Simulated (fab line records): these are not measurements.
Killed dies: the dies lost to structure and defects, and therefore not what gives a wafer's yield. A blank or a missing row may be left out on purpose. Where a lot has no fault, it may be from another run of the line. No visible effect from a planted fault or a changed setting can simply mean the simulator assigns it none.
Matching of chambers	flow nand_harc	3 sister chambers for NHARC_A_CHANNEL_HOLE_D1_DEP_01 on pecvd-01
The step deposits SiON, target thk 140 nm. 3 wafers are shown with their chamber, then 10 later ones without.

## WAFERS PAIRED WITH THEIR CHAMBERS
wafer	chamber	heater_power_w (W)
L086.6	2	715
L089.6	0	740
L092.4	1	845

## WAFERS MISSING THEIR CHAMBER
wafer	heater_power_w (W)
L092.5	762
L093.4	703
L093.5	728
L093.6	850
L094.2	857
L094.3	739
L094.4	723
L097.2	760
L097.4	755
L097.6	853

## CHAMBER TAKEN BY EACH
wafer	from the rows above	in truth
L092.5	can't be placed: 0 or 2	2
L093.4	can't be placed: 2 or 0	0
L093.5	can't be placed: 0 or 2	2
L093.6	1	1
L094.2	1	1
L094.3	can't be placed: 0 or 2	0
L094.4	can't be placed: 2 or 0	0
L097.2	can't be placed: 0 or 2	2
L097.4	can't be placed: 0 or 2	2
L097.6	1	1
Correctly placed: 3 of 10. Not placeable from these rows: 7 (in 7, the candidates include the true chamber). Number placed wrongly: 0.
How it was worked out, from the rows above alone: a wafer's distance from a chamber is the root of the sum, over the readings, of the square of ((its reading less the chamber's mean) divided by the reading's scatter). If the next closest chamber is less than 2 further off than the closest, the wafer can't be placed; otherwise it belongs to the closest. The mean given for a chamber averages the wafers shown for that chamber. The scatter (one wafer shown for each chamber): square how far every hidden wafer sits from the nearest shown wafer, average those squares and take the square root.
